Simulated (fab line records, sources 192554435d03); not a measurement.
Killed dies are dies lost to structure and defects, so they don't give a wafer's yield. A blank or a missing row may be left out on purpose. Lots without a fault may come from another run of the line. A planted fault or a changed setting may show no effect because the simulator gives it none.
fab line records | flow n5_finfet
record lots=5 wafers=12 last_day=21
route steps=1938 shown HKMG_FIN@436 GATE_CUT@465 BEOL_M4@1111 PASSIVATION@1936
lots that met no fault: from a run of the same line without faults
start_h: hours from the record's first day to the start of the lot's first wafer shown | wait_h: hours since the lot's step before | " the same as in the row above | L1.1+2: a row that stands for several wafers | - no value, or no start given | * or withheld: withheld | < > ~ a bound
route shown NAME@n: a module of which the file shows steps, and the number in the route of the first | usual: mean/standard deviation of fault-free wafers | same: alike in all rows | chamber/n: place in a boat | sites: the reading at each site | _std_site: their standard deviation | _edge_site: outer sites' mean less inner sites' | radius_mm: how far each site lies from the wafer's centre | mask NAME#n: copy n | behind: the tool/chamber that last shaped the wafer | hold: why the lot was held/for how many hours/how that ended | device: the transistor (n, p or np) that didn't switch | end of line: the same wafers' tests at the end of the route | a step without rows: its recipe alone | killed: dies lost to structure and defects at the first sort, not the wafer's yield | map: a wafer's dies, x killed, . not, _ none there
set.NAME: the setting as run; set.NAME@STEP: as run at that earlier step | model.NAME: the simulator's own value behind a step, which no gauge read
lots at some steps of the route; a table a step, a row a wafer
services: from which hour (start_h, from the record's first day; less than 0 if before it) a tool's chamber was out of use, for how many hours, and why
## steps
# step N5_HKMG_FIN_STRIP_33
# recipe chemistry=N2/H2 temp_c=40 n2_flow_sccm=200 h2_flow_sccm=200 rf_frequency_hz=6e+07
# step N5_HKMG_FIN_STRIP_34
# recipe chemistry=CF4 resist=SiARC power_w=300 bias_power_w=75 pressure_mtorr=50 cf4_flow_sccm=150 rf_frequency_hz=6e+07
# step N5_HKMG_FIN_ETCH_35
# recipe chemistry=N2/H2 target=SOC target_depth_a=2158 ion_energy_ev=65 bias_w=5 source_w=3000 time_s=243.4 pressure_mtorr=30 n2_flow_sccm=200 h2_flow_sccm=200
# step N5_HKMG_FIN_STRIP_92
# recipe chemistry=N2/H2 material=SOC time_s=20 power_w=500 temp_c=40 pressure_mtorr=50 rf_frequency_hz=6e+07 bias_power_w=8 h2_frac=0.5 n2_flow_sccm=300 h2_flow_sccm=300
# step N5_HKMG_FIN_WET_ETCH_18
# recipe chemistry=SC1 target=TiN mix=1:1:5 temp_c=* time_s=55 target_depth_nm=5.2 dry=ipa_marangoni rinse_time_s=30 rinse_temp_c=23
# step N5_HKMG_FIN_STRIP_19
# recipe chemistry=N2/H2 power_w=2500 temp_c=300 h2_frac=0.65 time_s=360 pressure_mtorr=withheld n2_flow_sccm=1750 h2_flow_sccm=3250
# step N5_HKMG_FIN_ALD_91
# recipe material=TiN target_thk_a=10 temp_c=400 ald_precursor_family=TiCl4 ald_co_reactant=NH3 pulse_time_s=1 purge_time_s=3 co_reactant_purge_time_s=2 co_reactant_pulse_time_s=2 ald_cycles=47 pressure_torr=3
# step N5_HKMG_FIN_COAT_85
# recipe resist=SOC temp_c=250 time_s=60 spin_rpm=1500 resist_thk_nm=300
# step N5_HKMG_FIN_ETCH_86
# recipe chemistry=N2/H2 target=SOC target_depth_a=3932 stop_on=TiN ion_energy_ev=100 bias_w=61 pressure_mtorr=30 source_w=850 n2_flow_sccm=200 h2_flow_sccm=200
# step N5_HKMG_FIN_STRIP_89
# recipe chemistry=N2/H2 material=SOC time_s=20 power_w=500 temp_c=40 pressure_mtorr=50 rf_frequency_hz=6e+07 bias_power_w=8 h2_frac=0.5 n2_flow_sccm=300 h2_flow_sccm=300
# step N5_HKMG_FIN_WET_ETCH_87
# recipe chemistry=SC1 target=TiN mix=1:2:40 temp_c=50 time_s=154.2 target_depth_nm=4.7 dry=ipa_marangoni rinse_time_s=30 rinse_temp_c=23
# step N5_HKMG_FIN_STRIP_88
# recipe chemistry=N2/H2 power_w=2500 temp_c=300 h2_frac=0.65 time_s=360 pressure_mtorr=withheld n2_flow_sccm=1750 h2_flow_sccm=3250
# step N5_HKMG_FIN_NWFM_ALD_20
# recipe material=TiAlC target_thk_a=20 temp_c=300 ald_precursor_family=TiCl4 ald_co_reactant=TEA pulse_time_s=3 purge_time_s=2 co_reactant_purge_time_s=2 co_reactant_pulse_time_s=10 ald_cycles=7 pressure_torr=3
# usual ald_cycles=7/0 chamber_pressure_Torr=3.000/0.0066 heater_power_w=491/52 precursor_pulse_height_rel=0.999/0.018
# same purge_time_s=2
# columns lot.wafer tool chamber start_h wait_h ald_cycles chamber_pressure_Torr heater_power_w precursor_pulse_height_rel
L777.1 ald_metal-01 3 86.58 0.3 7 2.994 551 1.023
L777.3 " 2 " " 7 2.999 450 1.058
L777.4 " 1 " " 7 2.999 590 0.991
L783.2 ald_metal-01 1 127.97 0.3 8 3.006 563 1.008
L783.4 " 0 " " 7 3.006 450 0.979
L791.3 ald_metal-03 0 174.10 0.1 7 3.000 552 0.999
L791.4 " 0 " " 7 3.005 527 0.975
L792.2 ald_metal-02 2 178.11 0.3 7 3.001 483 1.007
L792.3 " 0 " " 7 3.005 417 1.023
L797.2 ald_metal-02 2 209.46 0.3 7 3.003 472 0.992
L797.3 " 0 " " 7 3.001 401 1.001
L797.4 " 3 " " 7 2.997 515 1.004
# step N5_HKMG_FIN_ALD_71
# recipe material=TiN target_thk_a=10 temp_c=400 ald_precursor_family=TiCl4 ald_co_reactant=NH3 pulse_time_s=1 purge_time_s=3 co_reactant_purge_time_s=2 co_reactant_pulse_time_s=2 ald_cycles=47 pressure_torr=3
# step N5_HKMG_FIN_COAT_66
# recipe resist=SOC temp_c=250 time_s=60 spin_rpm=1500 resist_thk_nm=300
# step N5_HKMG_FIN_ETCH_67
# recipe chemistry=N2/H2 target=SOC target_depth_a=3889 stop_on=TiN ion_energy_ev=100 bias_w=61 pressure_mtorr=30 source_w=850 n2_flow_sccm=200 h2_flow_sccm=200
# step N5_HKMG_FIN_STRIP_90
# recipe chemistry=N2/H2 material=SOC time_s=20 power_w=500 temp_c=40 pressure_mtorr=50 rf_frequency_hz=6e+07 bias_power_w=8 h2_frac=0.5 n2_flow_sccm=300 h2_flow_sccm=300
# step N5_HKMG_FIN_WET_ETCH_73
# recipe chemistry=SC1 mix=1:2:40 temp_c=50 time_s=42.3 target_depth_nm=1.3 dry=ipa_marangoni rinse_time_s=30 rinse_temp_c=23
# step N5_HKMG_FIN_ETCHBACK_68
# recipe chemistry=Cl2/Ar stop_on=HfO2 target_depth_a=5 pressure_mtorr=10 icp_w=600 bias_w=60 Cl2_flow_sccm=40 Ar_flow_sccm=60
# usual bias_w=60.04/0.18 drypump_motor_current_A=6.0/0.45 he_backside_leak_sccm=3.37/0.16 oes_ar_750_au=0.75/0.068 oes_product_au=0.75/0.063 throttle_valve_pct=20.74/0.27
# columns lot.wafer tool chamber start_h wait_h bias_w drypump_motor_current_A he_backside_leak_sccm oes_ar_750_au oes_product_au rf_hours_counter_h throttle_valve_pct
L777.1 rie_metal-01 1 87.23 0.0 60.00 6.3 3.33 0.74 0.73 70 20.61
L777.3 " 0 " " 60.12 6.4 3.53 0.83 0.83 - 20.28
L777.4 " 1 " " 59.98 6.3 3.26 0.75 0.73 - 20.62
L783.2 rie_metal-03 0 128.63 0.0 60.17 5.7 3.52 0.81 0.81 31 20.84
L783.4 " 0 " " 60.06 5.7 3.37 0.80 0.80 - 20.84
L791.3 rie_metal-02 0 174.80 0.1 60.21 5.4 3.69 0.82 0.77 - 20.86
L791.4 " 1 " " 59.93 5.4 3.36 0.68 0.68 - 21.19
L792.2 rie_metal-03 0 178.76 0.0 59.98 5.7 3.32 0.79 0.79 35 20.84
L792.3 " 0 " " 60.04 5.7 3.44 0.79 0.80 - 20.82
L797.2 rie_metal-02 0 210.31 0.0 60.04 5.4 3.53 0.81 0.78 41 20.84
L797.3 " 1 " " 59.84 5.5 3.31 0.67 0.68 - 21.18
L797.4 " 0 " " 60.06 5.4 3.63 0.80 0.77 - 20.84
# step N5_HKMG_FIN_STRIP_69
# recipe chemistry=N2/H2 power_w=2500 temp_c=300 h2_frac=0.65 time_s=360 pressure_mtorr=withheld n2_flow_sccm=1750 h2_flow_sccm=3250
# step N5_HKMG_FIN_ALD_21
# recipe material=TiN target_thk_a=15 temp_c=400 ald_precursor_family=TiCl4 ald_co_reactant=NH3 pulse_time_s=1 purge_time_s=3 co_reactant_purge_time_s=2 co_reactant_pulse_time_s=2 ald_cycles=68 pressure_torr=3
# step N5_HKMG_FIN_ALD_72
# recipe material=W target_thk_a=20 temp_c=300 pressure_torr=7.5 ald_precursor_family=WF6 ald_co_reactant=B2H6 pulse_time_s=1 purge_time_s=2 co_reactant_purge_time_s=2 co_reactant_pulse_time_s=3 ald_cycles=7
# usual ald_cycles=7/0 chamber_pressure_Torr=7.500/0.015 heater_power_w=467/41 precursor_pulse_height_rel=0.998/0.019
# same purge_time_s=2
# columns lot.wafer tool chamber start_h wait_h ald_cycles chamber_pressure_Torr heater_power_w precursor_pulse_height_rel
L777.1 cvd_w-02 0 88.12 0.2 7 7.499 400 1.008
L777.3 " 0 " " 7 7.505 403 1.001
L777.4 " 1 " " 7 7.466 462 1.002
L783.2 cvd_w-02 1 129.52 0.2 7 7.501 439 0.994
L783.4 " 1 " " 7 7.513 455 0.987
L791.3 cvd_w-02 1 175.66 0.2 7 7.472 460 0.982
L791.4 " 0 " " 7 7.476 402 1.002
L792.2 cvd_w-02 1 179.66 0.2 7 7.482 454 0.981
L792.3 " 1 " " 7 7.500 450 0.985
L797.2 cvd_w-01 1 211.19 0.2 7 7.490 494 1.034
L797.3 " 0 " " 7 7.504 520 0.969
L797.4 " 1 " " 7 7.494 501 0.965
# step N5_HKMG_FIN_W_FILL_22
# recipe material=W target_thk_a=600 temp_c=400 pressure_torr=39.4 time_s=18.2
# step N5_HKMG_FIN_PRECLEAN_83
# recipe chemistry=DIW time_s=57.5 temp_c=23
# step N5_HKMG_FIN_SRD_84
# recipe dry_time_s=32 dry=n2_spin spin_rpm=1500
# step N5_HKMG_FIN_CMP_23
# recipe stop_on=SiNx t_overpolish_s=10 post_cmp_clean=rinse_only down_force_psi=4 platen_rpm=50.289 pad_velocity_m_s=1.0006 target_thk_nm=46.326
# step N5_HKMG_FIN_CMP_94
# recipe stop_on=SiNx post_cmp_clean=w_dilute_nh4oh t_overpolish_s=4.7 down_force_psi=4 platen_rpm=50.289 pad_velocity_m_s=1.0006 target_thk_nm=43.299
# step N5_HKMG_FIN_INSPECT_28
# recipe inspect_instrument=darkfield mode=post_cmp
# usual raw_defect_count=40/17
# columns lot.wafer tool chamber start_h wait_h raw_defect_count
L777.1 defect_inspect-01 - 89.05 0.0 43
L777.3 " - " " 35
L777.4 " - " " 23
L783.2 defect_inspect-02 - 130.41 0.0 64
L783.4 " - " " 34
L791.3 defect_inspect-02 - 176.58 0.0 25
L791.4 " - " " 28
L792.2 defect_inspect-02 - 180.54 0.0 31
L792.3 " - " " 25
L797.2 defect_inspect-02 - 212.08 0.0 34
L797.3 " - " " 25
L797.4 " - " " 50
# step N5_GATE_CUT_ETCHBACK_00
# recipe chemistry=SF6/Cl2 target=W pressure_mtorr=8 icp_w=900 bias_w=80 SF6_flow_sccm=40 Cl2_flow_sccm=60
# step N5_GATE_CUT_ETCH_56
# recipe chemistry=Cl2/Ar target=TiN target_depth_a=216 pressure_mtorr=10 icp_w=600 bias_w=60 Cl2_flow_sccm=40 Ar_flow_sccm=60
# usual bias_w=59.95/0.17 drypump_motor_current_A=6.0/0.44 he_backside_leak_sccm=3.35/0.27 oes_ar_750_au=0.75/0.069 oes_product_au=0.75/0.061 throttle_valve_pct=20.72/0.27
# columns lot.wafer tool chamber start_h wait_h bias_w drypump_motor_current_A he_backside_leak_sccm oes_ar_750_au oes_product_au rf_hours_counter_h throttle_valve_pct
L777.1 rie_metal-02 0 89.20 0.1 59.85 5.4 3.44 0.83 0.81 31 20.80
L777.3 " 1 " " 59.93 5.5 3.12 0.69 0.70 - 21.14
L777.4 " 0 " " 59.93 5.4 3.69 0.83 0.82 - 20.80
L783.2 rie_metal-03 1 130.56 0.1 59.80 6.5 3.33 0.63 0.65 110 20.85
L783.4 " 1 " " 59.99 6.5 3.32 0.63 0.66 - 20.85
L791.3 rie_metal-01 1 176.76 0.1 60.16 6.3 3.29 0.73 0.74 - 20.60
L791.4 " 0 " " 59.95 6.4 3.30 0.81 0.82 - 20.29
L792.2 rie_metal-03 0 180.70 0.1 59.86 5.7 3.29 0.79 0.80 35 20.82
L792.3 " 1 " " 60.14 6.5 3.52 0.63 0.65 - 20.87
L797.2 rie_metal-01 1 212.23 0.1 59.82 6.3 3.36 0.73 0.74 78 20.61
L797.3 " 0 " " 59.82 6.4 3.42 0.80 0.80 - 20.31
L797.4 " 1 " " 59.86 6.3 3.39 0.73 0.76 - 20.58
# step N5_GATE_CUT_ETCHBACK_30
# recipe chemistry=Cl2/Ar target=TiN target_depth_a=30 mode=isotropic pressure_mtorr=10 icp_w=600 bias_w=60 Cl2_flow_sccm=40 Ar_flow_sccm=60
# step N5_GATE_CUT_VAPOR_ETCH_60
# recipe chemistry=BCl3/Cl2 target=HfO2 mode=isotropic
# usual drypump_motor_current_A=6.0/0.44 he_backside_leak_sccm=3.33/0.2 oes_product_au=0.75/0.067
# columns lot.wafer tool chamber start_h wait_h drypump_motor_current_A he_backside_leak_sccm oes_product_au
L777.1 rie_metal-02 0 89.32 0.0 5.4 3.68 0.83
L777.3 " 1 " " 5.4 3.25 0.70
L777.4 " 0 " " 5.4 3.75 0.82
L783.2 rie_metal-03 1 130.68 0.0 6.5 3.32 0.64
L783.4 " 1 " " 6.5 3.34 0.64
L791.3 rie_metal-01 1 176.86 0.0 6.3 3.38 0.73
L791.4 " 0 " " 6.4 3.34 0.82
L792.2 rie_metal-03 0 180.82 0.0 5.7 3.42 0.80
L792.3 " 1 " " 6.5 3.37 0.63
L797.2 rie_metal-01 1 212.35 0.0 6.3 3.32 0.73
L797.3 " 0 " " 6.4 3.30 0.81
L797.4 " 1 " " 6.3 3.30 0.73
# step N5_GATE_CUT_ETCH_58
# recipe chemistry=CH3F/O2 target=SiNx target_depth_a=170 time_s=128.6 ion_energy_ev=50 pressure_mtorr=30 source_w=415 bias_w=21 Ar_flow_sccm=150 CH3F_flow_sccm=30 O2_flow_sccm=20
# step N5_GATE_CUT_STRIP_59
# recipe chemistry=N2/H2 time_s=20 power_w=100 temp_c=40 pressure_mtorr=100 rf_frequency_hz=6e+07 bias_power_w=3 n2_flow_sccm=300 h2_flow_sccm=300
# step N5_GATE_CUT_PRECLEAN_31
# recipe temp_c=23 chemistry=DIW time_s=300
# step N5_GATE_CUT_SRD_32
# recipe time_s=30 temp_c=23 rinse_liquid=diw dry=ipa_marangoni
# step N5_GATE_CUT_SAC_CAP_01
# recipe material=SiNx target_thk_a=240 temp_c=400 ald_precursor_family=SiH2I2 ald_co_reactant=N2/H2-plasma pulse_time_s=1 ald_cycles=480 purge_time_s=2 co_reactant_purge_time_s=2 pressure_torr=2
# usual chamber_pressure_Torr=2.000/0.0046 heater_power_w=838/58 precursor_pulse_height_rel=1.001/0.019
# same purge_time_s=2
# columns lot.wafer tool chamber start_h wait_h chamber_pressure_Torr heater_power_w precursor_pulse_height_rel
L777.1 ald_sin-04 0 92.51 2.3 2.001 776 1.011
L777.3 " 1 " " 1.993 845 0.969
L777.4 " 2 " " 2.000 935 1.033
L783.2 ald_sin-04 1 131.50 0.5 2.000 841 0.975
L783.4 " 0 " " 1.998 768 1.007
L791.3 ald_sin-02 3 178.43 1.2 1.998 735 0.992
L791.4 " 0 " " 2.008 897 1.009
L792.2 ald_sin-02 3 181.28 0.1 1.998 705 0.997
L792.3 " 2 " " 1.998 852 1.005
L797.2 ald_sin-03 2 212.72 0.0 1.992 803 0.987
L797.3 " 3 " " 2.002 907 0.982
L797.4 " 0 " " 2.004 783 0.992
# step N5_GATE_CUT_PECVD_57
# recipe material=SiNx target_thk_a=210 temp_c=400 precursor=SiH4/NH3/N2 pressure_torr=1.5 rf_w=300
# step N5_GATE_CUT_CMP_02
# recipe stop_on=SiO2 t_overpolish_s=12.7 post_cmp_clean=alkaline_brush down_force_psi=2.5 platen_rpm=51.8 pad_velocity_m_s=1.0307 target_thk_nm=0
# step N5_GATE_CUT_HM_DEP_46
# recipe material=SiO2 target_thk_a=1300 temp_c=400 precursor=TEOS/O2 pressure_torr=6.5 rf_w=900 teos_flow_sccm=161.4 gas=O2 flow_sccm=2650 time_s=26.6
# step N5_BEOL_M4_RC_MEAS_101
# usual DIBL_N=37.7/2 DIBL_P=37.7/2.3 IOFF_N=0.18/0.039 IOFF_N_LIN=0.083/0.014 IOFF_N_LONG=5.54e-05/2.7e-06 IOFF_P=0.23/0.042 ION_N=681/12 ION_P=463/8 SS_N=71.9/0.68 SS_P=73.6/0.71 VT_N=248/3.2 VT_N_LONG=274.5/2.1 VT_N_LVT=98/3.2 VT_P=-249/3.1
# columns lot.wafer tool chamber start_h wait_h DIBL_N[mV/V] DIBL_P[mV/V] IOFF_N[nA/um] IOFF_N_LIN[nA/um] IOFF_N_LONG[nA/um] IOFF_P[nA/um] ION_N[uA/um] ION_P[uA/um] SS_N[mV/dec] SS_P[mV/dec] VT_N[mV] VT_N_LONG[mV] VT_N_LVT[mV] VT_P[mV]
L777.1 prober-02 0 264.92 0.0 37.5 35.6 0.14 0.066 5.57e-05 0.20 668 467 72.1 73.1 252 273.8 101 -249
L777.3 " 0 " " 40.2 37.2 0.20 0.085 5.8e-05 0.23 686 463 73.0 73.9 248 276.1 96 -249
L777.4 " 0 " " 40.6 40.5 0.21 0.096 5.44e-05 0.28 684 467 72.9 74.7 243 273.2 95 -247
L783.2 prober-02 0 307.14 0.2 35.6 37.0 0.30 0.139 8.17e-05 0.18 717 459 72.3 73.8 235 259.5 84 -255
L783.4 " 0 " " 41.6 42.8 0.27 0.114 5.01e-05 0.31 699 465 73.3 75.9 245 276.8 96 -246
L792.2 prober-02 0 348.60 0.2 37.6 35.4 0.19 0.084 5.8e-05 0.23 685 471 71.3 73.7 245 275.6 99 -247
L792.3 " 0 " " 37.2 36.4 0.17 0.079 5.5e-05 0.23 674 463 71.4 73.9 248 275.5 100 -250
L791.3 prober-02 0 358.40 0.3 40.2 41.9 0.23 0.095 4.99e-05 0.27 682 461 72.8 74.6 246 277.8 97 -249
L791.4 " 0 " " 37.7 39.5 0.18 0.081 5.1e-05 0.22 686 462 71.9 73.5 245 281.0 99 -251
L797.2 prober-02 0 389.25 0.2 33.0 31.6 0.11 0.055 5.83e-05 0.16 654 450 70.5 72.0 255 272.5 103 -252
L797.3 " 0 " " 36.0 36.1 0.16 0.071 5.63e-05 0.22 661 457 71.9 74.1 248 273.1 99 -250
L797.4 " 0 " " 35.5 35.9 0.17 0.077 5.76e-05 0.21 680 470 71.7 72.5 249 271.4 96 -246
# step N5_PASSIVATION_PROBE_49
# usual defect_limited_yield=91.1/1.4 killed_at_M0_to_M3=34/9.6 killed_at_M4_up=15/5.3 killed_at_contacts=12/6.1 killed_at_front_end=40/11 killed_at_other=3.5/2.8 killed_dies=105/17 killed_open=70/12 killed_short=34/7.7 sort_bin_4_leakage=0.01/0.07 sort_bin_5_function=5.2/0.97 sort_bin_6_memory=3.4/0.62 sort_n_pass=1075/17 sort_yield_pct=91.1/1.4
# same gross_dies=1180 killed_at_back_side=0 sort_bin_8_speed[%]=0
# columns lot.wafer tool chamber start_h wait_h defect_limited_yield[%] killed_at_M0_to_M3 killed_at_M4_up killed_at_contacts killed_at_front_end killed_at_other killed_dies killed_open killed_short sort_bin_4_leakage[%] sort_bin_5_function[%] sort_bin_6_memory[%] sort_n_pass sort_yield_pct[%]
L783.2 prober-02 - 413.10 0.1 91.4 36 9 15 40 2 102 67 35 1.10 5.1 3.2 1065 90.3
# killed by level:class
L783.2 MOL_CONTACT_COAG:geometric_particle:open=10 FIN_SAQP:geometric_particle:open=9 FIN_SAQP:geometric_particle:short=9 BEOL_M2:geometric_particle:open=8 BEOL_M0_SAQP:geometric_particle:open=8 GATE_CUT:geometric_particle:open=6 MOL_CONTACT_COAG:geometric_particle:short=5 BEOL_M0_SAQP:geometric_particle:short=5
# map L783.4 (x killed, . not)
_________________............________________
______________.......x.........._____________
___________.......x.............x..__________
__________.....................xx..._________
________..........x.....x............._______
_______....x.....x.....................______
______x...............x................._____
_____...x.......x.......x.......x....x...____
____...x..................................___
___......x...x..xx......x.......x......x...__
___.....x........x.x................x......__
__..........x.......................x......._
__..x...........x.....x..x......x.........x._
_x.......x.........x.x.................xx....
_......x...........x......x..x............x..
_..............................x.............
_................x.............x...xx......xx
_...x................x.......................
_.x..xx..............x.......................
_............xx...........xx............x....
_..x.x......x..x.....xx.x..........x..x..xx..
__...xx................x.............x..x..._
__.x..x..x.....x.x................xx........_
___....x................x....x.............__
___.........x..............x.......x.......__
____......................x...............___
_____....x..........x.....x.x........x...____
______.......x.......xx................._____
_______.................x..............______
________x...........x...x....x..x..x.._______
__________.x............x.x......x.._________
___________.......x................__________
______________.....x.x.........._____________
_________________............________________
# map L777.4 (x killed, . not)
_________________.x..xx..x.xx________________
______________......xx.........._____________
___________xx..x........x..........__________
__________..xx..x...x......x......xx_________
________x....x.......x.x......x....x.x_______
_______........x....x........x...x.....______
______...............xx..........x......_____
_____..........x.................x..x....____
____...................x.........x.x....x.___
___...........x....x.........x.x...........__
___...................................x....__
__...............x...........x.........x...._
__......xx.....x.x..............x..........._
_......x.............xx....x....x.......x....
_..........x........x.....................x..
_...x........x......x.x.........x.....x......
_..............................x.............
_.........x.............x.x......x.....x.....
_....x.....x.x........x.....xxxx............x
_....x..x.x.....................x..x..x.x....
_..x..x.........................x...........x
__..................x......x....xx.......x.x_
__............x...............xx..x........._
___..................x.x...x...........xx..__
___.....x..........x.......x......x......x.__
____.....xx......xx...........xx..........___
_____....x....................xx.........____
______....x....................x.....x.._____
_______x...............................______
________..x..x....x....x............x._______
__________...x...........x.........._________
___________....x...................__________
______________..x...xx.........._____________
_________________x...........________________
## services
# columns tool chamber start_h hours kind
ald_metal-02 1 66.81 6.3 repair
ald_sin-02 - 85.25 14.0 pm
ald_sin-02 0 85.25 14.0 vent_cycle
ald_sin-02 1 85.25 14.0 vent_cycle
ald_sin-02 2 85.25 14.0 vent_cycle
ald_sin-02 3 85.25 14.0 vent_cycle
ald_sin-02 0 99.25 - clean
ald_sin-02 1 99.25 - clean
cvd_w-02 - 106.30 3.6 repair
ald_metal-02 - 114.20 0.7 repair
rie_metal-01 0 124.30 5.3 repair
ald_metal-01 - 124.88 0.9 repair
rie_metal-03 - 140.36 2.8 pm
ald_sin-02 3 153.43 5.9 repair
ald_metal-01 1 154.10 16.1 repair
ald_metal-03 3 160.13 24.5 repair
cvd_w-01 - 163.84 28.1 pm
rie_metal-02 1 166.21 4.4 repair
ald_sin-04 - 171.41 6.1 pm
ald_sin-03 - 176.77 14.0 pm
rie_metal-01 - 177.00 0.5 repair
ald_sin-02 3 198.27 6.7 repair
cvd_w-01 - 202.45 1.6 repair
ald_metal-03 - 207.08 6.0 pm
## key
first_sign step=N5_HKMG_FIN_NWFM_ALD_20 reading=ald_cycles direction=up sigmas=99+ usual=* struck=*
effect step=N5_BEOL_M4_RC_MEAS_101 reading=IOFF_N_LONG direction=up sigmas=9.6 usual=5.54e-05 struck=8.17e-05
effect step=N5_BEOL_M4_RC_MEAS_101 reading=VT_N_LONG direction=down sigmas=7 usual=274.5 struck=259.5
effect step=N5_BEOL_M4_RC_MEAS_101 reading=VT_N_LVT direction=down sigmas=4.2 usual=98 struck=84
effect step=N5_BEOL_M4_RC_MEAS_101 reading=IOFF_N_LIN direction=up sigmas=4.1 usual=0.083 struck=0.139
effect step=N5_BEOL_M4_RC_MEAS_101 reading=VT_N direction=down sigmas=4 usual=248 struck=235
effect step=N5_PASSIVATION_PROBE_49 reading=sort_bin_4_leakage direction=up sigmas=13 usual=0.01 struck=1.10
met_at N5_HKMG_FIN_NWFM_ALD_20
struck_wafers L783.2
onset_between 86.58 127.97
fault kind=process_parameter_drift tool=ald_metal-01 chamber=- onset_h=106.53 steps=N5_HKMG_FIN_NWFM_ALD_20 channel=ald_cycles offset=* shape=step end_h=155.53 scope=struck_wafers_only acts_in=* stated=*
